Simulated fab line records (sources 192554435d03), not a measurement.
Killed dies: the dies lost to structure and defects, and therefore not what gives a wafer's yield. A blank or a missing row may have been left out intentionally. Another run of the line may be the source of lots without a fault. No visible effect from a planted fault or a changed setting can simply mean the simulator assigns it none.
fab line records -- flow n5-finfet -- part 1 of 2: steps 1 to 21 of 30
[record] lots = 5, wafers = 15, last-day = 16
route steps=1938 shown BEOL_M10@1509 BEOL_M11@1536
lots untouched by any fault: they come from a run of this same line in which no faults occurred
start-h: the number of hours between the record's first day and the start of the first shown wafer of the lot -- wait-h: hours elapsed since this lot's preceding step -- " unchanged from the row above -- L1.1+2: several wafers, shown together as one row -- - no value present, or no start provided -- * or withheld: withheld -- < > ~ a bound
route shown NAME@n: names a module that has steps shown in the file, with the first one's number in the route -- usual: mean/standard deviation of fault-free wafers -- same: alike in all rows -- chamber/n: place in a boat -- sites: each site's reading -- _std_site: how widely they spread, as a standard deviation -- _edge_site: inner sites' mean taken away from outer sites' mean -- radius-mm: for every site, how far away it sits from the centre of the wafer -- mask NAME#n: copy n -- behind: tool/chamber where the wafer was last shaped -- hold: why the lot was held/for how many hours/how that ended -- device: whichever transistor did not switch (one of n, p or np) -- end of line: at the end of the route, the tests of the same wafers -- a step given without rows: its recipe and nothing more -- killed: dies lost to structure and defects at the first sort, not the wafer's yield -- map: a wafer's dies, x killed, . not, _ none there
set.NAME: the run value of the setting; set.NAME@STEP: its run value at that earlier step -- model.NAME: the simulator's own value behind a step, which no gauge read
lots seen at some steps along the route; tables by step, rows by wafer
services: when a tool's chamber went out of use (start-h, in hours from the record's first day, below 0 if earlier), for how many hours, and the reason
[[steps]]
[step N5_BEOL_M10_VIA_ETCH_34]
[recipe] chemistry = C4F6/O2, target = SiCOH_lowk, target-depth-a = 1845, mask-material = SOC, taper-deg = 4, time-s = 69.2, ion-energy-ev = 250, pressure-mtorr = 30, source-w = 345, bias-w = 185, Ar_flow_sccm = 300, C4F6_flow_sccm = 10, O2_flow_sccm = 10
[usual] drypump-motor-current-A = 5.8/0.39, oes_f_703_au = 0.80/0.067, oes-product-au = 0.81/0.071, rf-vpp-V = 668/5.9, showerhead-plenum-p-Torr = 2.89/0.086, throttle-valve-pct = 20.73/0.26
lot.wafer,tool,chamber,start-h,wait-h,drypump-motor-current-A,oes_f_703_au,oes-product-au,rf-hours-counter-h,rf-vpp-V,showerhead-plenum-p-Torr,throttle-valve-pct
L078.2,rie-diel-06,2,241.98,0.0,5.6,0.74,0.75,177,661,2.72,20.95
L078.3,rie-diel-06,1,241.98,0.0,6.4,0.83,0.84,88,667,2.99,20.81
L078.6,rie-diel-06,1,241.98,0.0,6.4,0.83,0.83,-,666,2.99,20.82
L086.2,rie-diel-04,1,294.27,0.0,6.0,0.81,0.80,101,668,2.88,20.56
L086.3,rie-diel-04,3,294.27,0.0,5.6,0.85,0.86,49,670,2.89,20.59
L086.4,rie-diel-04,2,294.27,0.0,5.9,0.77,0.78,133,670,2.85,21.13
L087.4,rie-diel-06,1,307.11,0.0,6.4,0.82,0.81,106,665,2.98,20.85
L087.5,rie-diel-06,1,307.11,0.0,6.5,0.81,0.80,-,667,2.98,20.85
L087.6,rie-diel-06,2,307.11,0.0,5.6,0.73,0.72,-,662,2.71,20.98
L091.4,rie-diel-05,2,317.00,0.0,5.8,0.82,0.82,78,665,2.87,20.32
L091.5,rie-diel-05,3,317.00,0.0,5.9,0.88,0.88,-,669,2.79,20.71
L091.6,rie-diel-05,2,317.00,0.0,5.8,0.82,0.82,-,664,2.87,20.32
L093.2,rie-diel-05,1,330.66,0.0,5.7,0.69,0.69,198,674,2.94,20.77
L093.3,rie-diel-05,2,330.66,0.0,5.8,0.81,0.82,83,664,2.87,20.32
L093.4,rie-diel-05,0,330.66,0.0,5.1,0.81,0.80,75,664,3.00,20.98
[step N5_BEOL_M10_STRIP_73]
[recipe] chemistry = C4F6/O2, resist = SiARC, rf-frequency-hz = 6e+07
lot.wafer,tool,chamber,start-h,wait-h
L078.2+3+6,rie-diel-06,"2,1,1",242.03,0.0
L086.2+3+4,rie-diel-04,"1,3,2",294.32,0.0
L087.4+5+6,rie-diel-06,"1,1,2",307.16,0.0
L091.4+5+6,rie-diel-05,"2,3,2",317.05,0.0
L093.2+3+4,rie-diel-05,"1,2,0",330.71,0.0
[step N5_BEOL_M10_STRIP_36]
[recipe] chemistry = N2/H2, power-w = 450, temp-c = 40, pressure-mtorr = 20, rf-frequency-hz = 6e+07, overash-fraction = 0.3, bias-power-w = 7, h2-frac = 0.5, n2-flow-sccm = 200, h2-flow-sccm = 200
[usual] drypump-motor-current-A = 5.8/0.39, oes-product-au = 0.81/0.072, rf-vpp-V = 59.2/1.6, showerhead-plenum-p-Torr = 2.58/0.083, throttle-valve-pct = 23.4/0.32
lot.wafer,tool,chamber,start-h,wait-h,drypump-motor-current-A,oes-product-au,rf-hours-counter-h,rf-vpp-V,showerhead-plenum-p-Torr,throttle-valve-pct
L078.2,rie-diel-06,2,242.04,0.0,5.6,0.75,177,60.6,2.43,23.7
L078.3,rie-diel-06,1,242.04,0.0,6.4,0.84,88,57.9,2.68,23.6
L078.6,rie-diel-06,1,242.04,0.0,6.5,0.84,-,59.4,2.68,23.6
L086.2,rie-diel-04,1,294.33,0.0,6.0,0.80,101,60.1,2.56,23.1
L086.3,rie-diel-04,3,294.33,0.0,5.6,0.86,49,60.9,2.58,23.3
L086.4,rie-diel-04,2,294.33,0.0,5.9,0.76,133,58.5,2.55,24.0
L087.4,rie-diel-06,1,307.17,0.0,6.4,0.83,106,59.2,2.67,23.6
L087.5,rie-diel-06,1,307.17,0.0,6.4,0.82,-,59.5,2.67,23.6
L087.6,rie-diel-06,2,307.17,0.0,5.6,0.75,-,62.0,2.42,23.6
L091.4,rie-diel-05,2,317.06,0.0,5.8,0.83,78,61.2,2.57,22.9
L091.5,rie-diel-05,3,317.06,0.0,5.9,0.88,-,60.2,2.49,23.4
L091.6,rie-diel-05,2,317.06,0.0,5.8,0.81,-,57.9,2.57,22.9
L093.2,rie-diel-05,1,330.72,0.0,5.7,0.70,198,61.0,2.63,23.5
L093.3,rie-diel-05,2,330.72,0.0,5.8,0.82,83,59.8,2.57,22.9
L093.4,rie-diel-05,0,330.72,0.0,5.1,0.81,75,59.4,2.68,23.8
[step N5_BEOL_M10_TRENCH_ETCH_37]
[recipe] chemistry = C4F6/O2, target-depth-a = 1488.3, target = SiCOH_lowk, time-s = 48, ion-energy-ev = 250, pressure-mtorr = 30, source-w = 345, bias-w = 185, Ar_flow_sccm = 300, C4F6_flow_sccm = 10, O2_flow_sccm = 10
[usual] drypump-motor-current-A = 5.8/0.39, oes_f_703_au = 0.80/0.067, oes-product-au = 0.81/0.071, rf-vpp-V = 668/5.9, showerhead-plenum-p-Torr = 2.89/0.086, throttle-valve-pct = 20.76/0.26
lot.wafer,tool,chamber,start-h,wait-h,drypump-motor-current-A,oes_f_703_au,oes-product-au,rf-hours-counter-h,rf-vpp-V,showerhead-plenum-p-Torr,throttle-valve-pct
L078.2,rie-diel-06,2,-,-,5.7,0.74,0.75,177,662,2.72,20.98
L078.3,rie-diel-06,1,-,-,6.5,0.83,0.84,88,666,2.99,20.85
L078.6,rie-diel-06,1,-,-,6.5,0.83,0.84,-,667,2.99,20.83
L086.2,rie-diel-04,1,-,-,6.0,0.80,0.80,101,668,2.88,20.58
L086.3,rie-diel-04,3,-,-,5.6,0.85,0.87,49,670,2.89,20.62
L086.4,rie-diel-04,2,-,-,5.9,0.76,0.77,133,671,2.85,21.16
L087.4,rie-diel-06,1,-,-,6.4,0.81,0.81,106,665,2.98,20.87
L087.5,rie-diel-06,1,-,-,6.4,0.81,0.81,-,667,2.98,20.87
L087.6,rie-diel-06,2,-,-,5.6,0.73,0.73,-,662,2.72,21.01
L091.4,rie-diel-05,2,-,-,5.8,0.81,0.82,78,664,2.87,20.34
L091.5,rie-diel-05,3,-,-,5.9,0.87,0.88,-,669,2.79,20.75
L091.6,rie-diel-05,2,-,-,5.8,0.82,0.83,-,664,2.87,20.34
L093.2,rie-diel-05,1,-,-,5.7,0.68,0.69,198,674,2.94,20.81
L093.3,rie-diel-05,2,-,-,5.8,0.81,0.82,83,664,2.87,20.37
L093.4,rie-diel-05,0,-,-,5.1,0.81,0.80,75,665,3.00,20.99
[step N5_BEOL_M10_ETCH_41]
[recipe] chemistry = CH3F/O2, target = SiCN, target-depth-a = 426, taper-deg = 2, time-s = 86, ion-energy-ev = 120, mask-material = TiN, pressure-mtorr = 30, source-w = 395, bias-w = 75, Ar_flow_sccm = 150, CH3F_flow_sccm = 30, O2_flow_sccm = 20
[usual] drypump-motor-current-A = 5.8/0.39, oes-product-au = 0.80/0.071, rf-vpp-V = 298.0/1.5, showerhead-plenum-p-Torr = 2.03/0.064, throttle-valve-pct = 16.16/0.24
lot.wafer,tool,chamber,start-h,wait-h,drypump-motor-current-A,oes-product-au,rf-hours-counter-h,rf-vpp-V,showerhead-plenum-p-Torr,throttle-valve-pct
L078.2,rie-diel-06,2,-,-,5.6,0.74,177,294.2,1.91,16.39
L078.3,rie-diel-06,1,-,-,6.4,0.83,88,299.8,2.11,16.23
L078.6,rie-diel-06,1,-,-,6.4,0.84,-,301.5,2.11,16.24
L086.2,rie-diel-04,1,-,-,6.0,0.81,101,297.4,2.02,16.01
L086.3,rie-diel-04,3,-,-,5.5,0.87,49,297.5,2.03,15.98
L086.4,rie-diel-04,2,-,-,5.9,0.77,133,296.5,2.01,16.54
L087.4,rie-diel-06,1,-,-,6.5,0.81,106,299.0,2.10,16.28
L087.5,rie-diel-06,1,-,-,6.4,0.81,-,299.1,2.10,16.28
L087.6,rie-diel-06,2,-,-,5.6,0.74,-,294.3,1.90,16.44
L091.4,rie-diel-05,2,-,-,5.8,0.82,78,298.2,2.02,15.80
L091.5,rie-diel-05,3,-,-,5.9,0.89,-,297.0,1.96,16.11
L091.6,rie-diel-05,2,-,-,5.8,0.83,-,297.7,2.02,15.78
L093.2,rie-diel-05,1,-,-,5.7,0.69,198,299.8,2.07,16.24
L093.3,rie-diel-05,2,-,-,5.8,0.82,83,298.0,2.02,15.80
L093.4,rie-diel-05,0,-,-,5.1,0.81,75,300.5,2.11,16.35
[step N5_BEOL_M10_STRIP_77]
[recipe] chemistry = N2/H2, time-s = 10, power-w = 450, temp-c = 40, pressure-mtorr = 20, rf-frequency-hz = 6e+07, bias-power-w = 7, n2-flow-sccm = 200, h2-flow-sccm = 200
[usual] drypump-motor-current-A = 5.8/0.39, oes-product-au = 0.81/0.07, rf-vpp-V = 59.3/0.94, showerhead-plenum-p-Torr = 2.58/0.083, throttle-valve-pct = 23.4/0.32
lot.wafer,tool,chamber,start-h,wait-h,drypump-motor-current-A,oes-product-au,rf-hours-counter-h,rf-vpp-V,showerhead-plenum-p-Torr,throttle-valve-pct
L078.2,rie-diel-06,2,-,-,5.6,0.75,177,59.3,2.43,23.6
L078.3,rie-diel-06,1,-,-,6.5,0.83,88,58.0,2.68,23.6
L078.6,rie-diel-06,1,-,-,6.4,0.83,-,60.6,2.68,23.6
L086.2,rie-diel-04,1,-,-,6.0,0.80,101,59.0,2.56,23.2
L086.3,rie-diel-04,3,-,-,5.6,0.86,49,58.4,2.58,23.3
L086.4,rie-diel-04,2,-,-,5.9,0.77,133,60.6,2.55,24.0
L087.4,rie-diel-06,1,-,-,6.4,0.83,106,58.4,2.67,23.6
L087.5,rie-diel-06,1,-,-,6.5,0.82,-,60.6,2.67,23.6
L087.6,rie-diel-06,2,-,-,5.6,0.73,-,57.2,2.42,23.7
L091.4,rie-diel-05,2,-,-,5.8,0.83,78,58.0,2.57,22.9
L091.5,rie-diel-05,3,-,-,5.9,0.89,-,58.6,2.49,23.4
L091.6,rie-diel-05,2,-,-,5.8,0.82,-,57.3,2.57,22.9
L093.2,rie-diel-05,1,-,-,5.7,0.69,198,58.7,2.63,23.4
L093.3,rie-diel-05,2,-,-,5.8,0.82,83,58.6,2.57,22.9
L093.4,rie-diel-05,0,-,-,5.1,0.82,75,60.3,2.69,23.8
[step N5_BEOL_M10_OCD_MEAS_38]
[usual] trench-depth-nm = 148.8/1.6
lot.wafer,tool,chamber,start-h,wait-h,trench-depth-nm
L078.2,ocd-02,-,242.26,-,149.3
L078.3,ocd-02,-,242.26,-,149.1
L078.6,ocd-02,-,242.26,-,150.0
L086.2,ocd-02,-,294.55,-,148.9
L086.3,ocd-02,-,294.55,-,151.1
L086.4,ocd-02,-,294.55,-,150.1
L087.4,ocd-01,-,307.40,-,148.1
L087.5,ocd-01,-,307.40,-,147.6
L087.6,ocd-01,-,307.40,-,147.7
L091.4,ocd-01,-,317.29,-,148.4
L091.5,ocd-01,-,317.29,-,147.2
L091.6,ocd-01,-,317.29,-,149.3
L093.2,ocd-01,-,330.95,-,145.4
L093.3,ocd-01,-,330.95,-,147.9
L093.4,ocd-01,-,330.95,-,147.6
[step N5_BEOL_M10_HM_STRIP_39]
[recipe] chemistry = peroxide-tin-strip, material = TiN, target-depth-a = 250, temp-c = 50, time-s = 158
lot.wafer,tool,chamber,start-h,wait-h
L078.2+3+6,wet-bench-06,"7,1,3",242.29,0.0
L086.2+3+4,wet-bench-05,"5,4,6",294.58,0.0
L087.4+5+6,wet-bench-05,"3,5,6",307.43,0.0
L091.4+5+6,wet-bench-03,"5,2,4",317.32,0.0
L093.2+3+4,wet-bench-06,"7,5,0",330.98,0.0
[step N5_BEOL_M10_SRD_40]
[recipe] time-s = 30, temp-c = 23, rinse-liquid = diw, dry = ipa-marangoni
lot.wafer,tool,chamber,start-h,wait-h
L078.2+3+6,wet-bench-06,"7,1,3",242.34,0.0
L086.2+3+4,wet-bench-05,"5,4,6",294.63,0.0
L087.4+5+6,wet-bench-05,"3,5,6",307.48,0.0
L091.4+5+6,wet-bench-03,"5,2,4",317.36,0.0
L093.2+3+4,wet-bench-06,"7,5,0",331.02,0.0
[step N5_BEOL_M10_PRECLEAN_42]
[recipe] chemistry = residue-remover, time-s = 60, temp-c = 40
lot.wafer,tool,chamber,start-h,wait-h
L078.2+3+6,wet-bench-06,"7,1,3",242.36,0.0
L086.2+3+4,wet-bench-05,"5,4,6",294.65,0.0
L087.4+5+6,wet-bench-05,"3,5,6",307.50,0.0
L091.4+5+6,wet-bench-03,"5,2,4",317.38,0.0
L093.2+3+4,wet-bench-06,"7,5,0",331.04,0.0
[step N5_BEOL_M10_SRD_43]
[recipe] time-s = 30, temp-c = 23, rinse-liquid = diw, dry = ipa-marangoni
lot.wafer,tool,chamber,start-h,wait-h
L078.2+3+6,wet-bench-06,"7,1,3",242.37,0.0
L086.2+3+4,wet-bench-05,"5,4,6",294.66,0.0
L087.4+5+6,wet-bench-05,"3,5,6",307.52,0.0
L091.4+5+6,wet-bench-03,"5,2,4",317.40,0.0
L093.2+3+4,wet-bench-06,"7,5,0",331.06,0.0
[step N5_BEOL_M10_CD_MEAS_35]
[recipe] target-cd-nm = 70, polarity = opening
[usual] cd-nm = 69.9/0.63
lot.wafer,tool,chamber,start-h,wait-h,cd-nm
L078.2,cd-sem-02,-,242.42,0.0,68.9
L078.3,cd-sem-02,-,242.42,0.0,70.0
L078.6,cd-sem-02,-,242.42,0.0,69.5
L086.2,cd-sem-03,-,294.71,0.0,69.5
L086.3,cd-sem-03,-,294.71,0.0,69.9
L086.4,cd-sem-03,-,294.71,0.0,70.7
L087.4,cd-sem-02,-,307.56,0.0,69.8
L087.5,cd-sem-02,-,307.56,0.0,70.4
L087.6,cd-sem-02,-,307.56,0.0,69.8
L091.4,cd-sem-01,-,317.44,0.0,69.6
L091.5,cd-sem-01,-,317.44,0.0,69.3
L091.6,cd-sem-01,-,317.44,0.0,69.0
L093.2,cd-sem-02,-,331.11,0.0,70.0
L093.3,cd-sem-02,-,331.11,0.0,70.1
L093.4,cd-sem-02,-,331.11,0.0,70.7
[step N5_BEOL_M10_CURE_72]
[recipe] temp-c = 370, time-s = 120, ambient = DMADMS/He, material = SiCOH_lowk
[usual] lamp-power-pct = 52.33/0.058, wafer_temp_C_max = 371.6/0.49
lot.wafer,tool,chamber,start-h,wait-h,lamp-power-pct,wafer_temp_C_max
L078.2,uv-cure-03,0,242.51,0.1,52.29,371.8
L078.3,uv-cure-03,0,242.51,0.1,52.26,373.1
L078.6,uv-cure-03,0,242.51,0.1,52.43,373.0
L086.2,uv-cure-03,2,294.80,0.1,52.38,371.7
L086.3,uv-cure-03,2,294.80,0.1,52.25,371.3
L086.4,uv-cure-03,2,294.80,0.1,52.31,372.6
L087.4,uv-cure-01,1,307.75,0.2,52.23,371.1
L087.5,uv-cure-01,1,307.75,0.2,52.35,371.0
L087.6,uv-cure-01,1,307.75,0.2,52.32,371.4
L091.4,uv-cure-01,0,317.79,0.3,52.31,371.0
L091.5,uv-cure-01,0,317.79,0.3,52.34,371.4
L091.6,uv-cure-01,0,317.79,0.3,52.37,370.9
L093.2,uv-cure-03,1,331.20,0.1,52.27,371.9
L093.3,uv-cure-03,1,331.20,0.1,52.32,372.0
L093.4,uv-cure-03,1,331.20,0.1,52.38,372.4
[step N5_BEOL_M10_DEGAS_44]
[recipe] ambient = vacuum, temp-c = 250, time-s = 60
[usual] heater-power-w = 342/34
lot.wafer,tool,chamber,start-h,wait-h,heater-power-w
L078.2,pvd-sputter-03,-,243.11,0.6,392
L078.3,pvd-sputter-03,-,243.11,0.6,308
L078.6,pvd-sputter-03,-,243.11,0.6,364
L086.2,pvd-sputter-01,-,295.54,0.7,339
L086.3,pvd-sputter-01,-,295.54,0.7,386
L086.4,pvd-sputter-01,-,295.54,0.7,362
L087.4,pvd-sputter-02,-,308.56,0.8,288
L087.5,pvd-sputter-02,-,308.56,0.8,288
L087.6,pvd-sputter-02,-,308.56,0.8,374
L091.4,pvd-sputter-02,-,318.15,0.3,365
L091.5,pvd-sputter-02,-,318.15,0.3,285
L091.6,pvd-sputter-02,-,318.15,0.3,370
L093.2,pvd-sputter-03,-,331.82,0.6,395
L093.3,pvd-sputter-03,-,331.82,0.6,363
L093.4,pvd-sputter-03,-,331.82,0.6,322
[step N5_BEOL_M10_PRE_CLEAN_45]
[recipe] gas = H2/He, time-s = 30, temp-c = 250
[usual] heater-power-w = 342/34
lot.wafer,tool,chamber,start-h,wait-h,heater-power-w
L078.2,pvd-sputter-03,-,243.15,0.0,393
L078.3,pvd-sputter-03,-,243.15,0.0,321
L078.6,pvd-sputter-03,-,243.15,0.0,346
L086.2,pvd-sputter-01,-,295.58,0.0,329
L086.3,pvd-sputter-01,-,295.58,0.0,389
L086.4,pvd-sputter-01,-,295.58,0.0,381
L087.4,pvd-sputter-02,-,308.60,0.0,282
L087.5,pvd-sputter-02,-,308.60,0.0,293
L087.6,pvd-sputter-02,-,308.60,0.0,371
L091.4,pvd-sputter-02,-,318.19,0.0,355
L091.5,pvd-sputter-02,-,318.19,0.0,279
L091.6,pvd-sputter-02,-,318.19,0.0,368
L093.2,pvd-sputter-03,-,331.86,0.0,382
L093.3,pvd-sputter-03,-,331.86,0.0,356
L093.4,pvd-sputter-03,-,331.86,0.0,322
[step N5_BEOL_M10_ALD_74]
[recipe] material = TaN, target-thk-a = 20, temp-c = 275, ald-precursor-family = PDMAT, ald-co-reactant = NH3, pressure-torr = 3, carrier-flow-sccm = 1500, pulse-time-s = 2, purge-time-s = 3, co-reactant-purge-time-s = 2, co-reactant-pulse-time-s = 3, ald-cycles = 40, precursor-vessel-temp-c = 75, precursor-vessel-pressure-torr = 26.25, precursor-vessel-carrier-sccm = 1000
[usual] chamber-pressure-Torr = 3.001/0.0067, heater-power-w = 413/38, precursor-vessel-pressure-torr = 26.25/0.06
lot.wafer,tool,chamber,start-h,wait-h,chamber-pressure-Torr,heater-power-w,precursor-vessel-pressure-torr
L078.2,ald-metal-03,2,243.21,0.0,3.015,366,26.23
L078.3,ald-metal-03,0,243.21,0.0,2.992,413,26.28
L078.6,ald-metal-03,1,243.21,0.0,2.993,390,26.19
L086.2,ald-metal-01,0,295.64,0.0,3.007,380,26.28
L086.3,ald-metal-01,2,295.64,0.0,3.004,421,26.33
L086.4,ald-metal-01,1,295.64,0.0,2.997,449,26.23
L087.4,ald-metal-03,0,308.66,0.0,2.996,413,26.24
L087.5,ald-metal-03,1,308.66,0.0,3.005,401,26.18
L087.6,ald-metal-03,2,308.66,0.0,3.000,373,26.39
L091.4,ald-metal-01,0,318.25,0.0,3.000,391,26.29
L091.5,ald-metal-01,1,318.25,0.0,3.015,455,26.32
L091.6,ald-metal-01,2,318.25,0.0,3.001,407,26.17
L093.2,ald-metal-01,1,331.93,0.0,3.004,447,26.28
L093.3,ald-metal-01,2,331.93,0.0,2.999,430,26.28
L093.4,ald-metal-01,3,331.93,0.0,2.992,365,26.27
[step N5_BEOL_M10_SURFACE_TREAT_76]
[recipe] gas = Ar, time-s = *, ion-energy-ev = *, ion-current-ma-cm2 = 0.5, pressure-mtorr = *, ar-flow-sccm = 30
[usual] throttle-valve-pct = *
lot.wafer,tool,chamber,start-h,wait-h,throttle-valve-pct
L078.2,pvd-sputter-01,-,243.76,0.4,*
L078.3,pvd-sputter-01,-,243.76,0.4,*
L078.6,pvd-sputter-01,-,243.76,0.4,*
L086.2,pvd-sputter-01,-,295.98,0.2,*
L086.3,pvd-sputter-01,-,295.98,0.2,*
L086.4,pvd-sputter-01,-,295.98,0.2,*
L087.4,pvd-sputter-03,-,309.04,0.2,*
L087.5,pvd-sputter-03,-,309.04,0.2,*
L087.6,pvd-sputter-03,-,309.04,0.2,*
L091.4,pvd-sputter-03,-,318.62,0.2,*
L091.5,pvd-sputter-03,-,318.62,0.2,*
L091.6,pvd-sputter-03,-,318.62,0.2,*
L093.2,pvd-sputter-03,-,332.28,0.2,*
L093.3,pvd-sputter-03,-,332.28,0.2,*
L093.4,pvd-sputter-03,-,332.28,0.2,*
[step N5_BEOL_M10_CVD_75]
[recipe] material = Co, target-thk-a = 20, temp-c = withheld, precursor = CCTBA/H2, pressure-torr = 30, time-s = 138.9
[usual] chamber-pressure-Torr = 30.00/0.064
lot.wafer,tool,chamber,start-h,wait-h,chamber-pressure-Torr
L078.2,cvd-co-02,0,243.82,0.0,30.07
L078.3,cvd-co-02,2,243.82,0.0,30.04
L078.6,cvd-co-02,0,243.82,0.0,30.07
L086.2,cvd-co-02,1,296.10,0.1,30.01
L086.3,cvd-co-02,2,296.10,0.1,30.01
L086.4,cvd-co-02,2,296.10,0.1,30.03
L087.4,cvd-co-01,2,309.18,0.1,30.02
L087.5,cvd-co-01,0,309.18,0.1,30.08
L087.6,cvd-co-01,1,309.18,0.1,30.11
L091.4,cvd-co-02,0,318.96,0.3,30.02
L091.5,cvd-co-02,2,318.96,0.3,30.00
L091.6,cvd-co-02,1,318.96,0.3,29.95
L093.2,cvd-co-02,0,332.39,0.1,29.99
L093.3,cvd-co-02,1,332.39,0.1,30.05
L093.4,cvd-co-02,1,332.39,0.1,30.00
[step N5_BEOL_M10_SPUTTER_48]
[recipe] material = Cu, target-thk-a = 120, temp-c = -20, bias-v = 60, power-w = 26000, chamber-pressure-pa = 0.13, time-s = 2
[usual] substrate-temp-c = -20.00/0.11, throttle-valve-pct = 30.2/0.91
lot.wafer,tool,chamber,start-h,wait-h,substrate-temp-c,throttle-valve-pct
L078.2,pvd-sputter-01,-,244.00,0.1,-20.16,31.5
L078.3,pvd-sputter-01,-,244.00,0.1,-19.98,30.3
L078.6,pvd-sputter-01,-,244.00,0.1,-19.99,30.4
L086.2,pvd-sputter-01,-,296.26,0.1,-20.13,28.9
L086.3,pvd-sputter-01,-,296.26,0.1,-19.92,31.4
L086.4,pvd-sputter-01,-,296.26,0.1,-20.11,31.2
L087.4,pvd-sputter-01,-,309.42,0.2,-19.95,29.0
L087.5,pvd-sputter-01,-,309.42,0.2,-19.96,31.5
L087.6,pvd-sputter-01,-,309.42,0.2,-19.93,31.0
L091.4,pvd-sputter-02,-,320.29,1.3,-20.01,31.4
L091.5,pvd-sputter-02,-,320.29,1.3,-20.13,29.7
L091.6,pvd-sputter-02,-,320.29,1.3,-19.93,31.2
L093.2,pvd-sputter-03,-,332.52,0.1,-19.87,30.5
L093.3,pvd-sputter-03,-,332.52,0.1,-19.97,28.6
L093.4,pvd-sputter-03,-,332.52,0.1,-20.07,30.9
[step N5_BEOL_M10_ECD_50]
[recipe] material = Cu, target-thk-a = 3180
lot.wafer,tool,chamber,start-h,wait-h
L078.2+3+6,ecd-cu-01,"0,0,1",244.11,0.1
L086.2+3+4,ecd-cu-02,"1,1,0",296.38,0.1
L087.4+5+6,ecd-cu-02,"1,0,1",309.57,0.1
L091.4+5+6,ecd-cu-02,"0,0,1",320.44,0.1
L093.2+3+4,ecd-cu-01,"1,1,0",332.64,0.1
[step N5_BEOL_M10_ANNEAL_51]
[recipe] temp-c = 225, time-s = 90, ambient = N2
[usual] wafer_temp_C_max = 226.1/0.52
lot.wafer,tool,chamber,start-h,wait-h,wafer_temp_C_max
L078.2,rtp-anneal-02,0,244.27,0.1,226.1
L078.3,rtp-anneal-02,0,244.27,0.1,227.1
L078.6,rtp-anneal-02,0,244.27,0.1,227.1
L086.2,rtp-anneal-01,0,296.74,0.3,225.7
L086.3,rtp-anneal-01,0,296.74,0.3,225.7
L086.4,rtp-anneal-01,0,296.74,0.3,225.7
L087.4,rtp-anneal-01,0,309.81,0.2,225.8
L087.5,rtp-anneal-01,0,309.81,0.2,225.8
L087.6,rtp-anneal-01,0,309.81,0.2,225.9
L091.4,rtp-anneal-01,0,321.11,0.6,225.8
L091.5,rtp-anneal-01,0,321.11,0.6,225.5
L091.6,rtp-anneal-01,0,321.11,0.6,225.5
L093.2,rtp-anneal-02,0,333.69,1.0,227.0
L093.3,rtp-anneal-02,0,333.69,1.0,226.5
L093.4,rtp-anneal-02,0,333.69,1.0,226.5
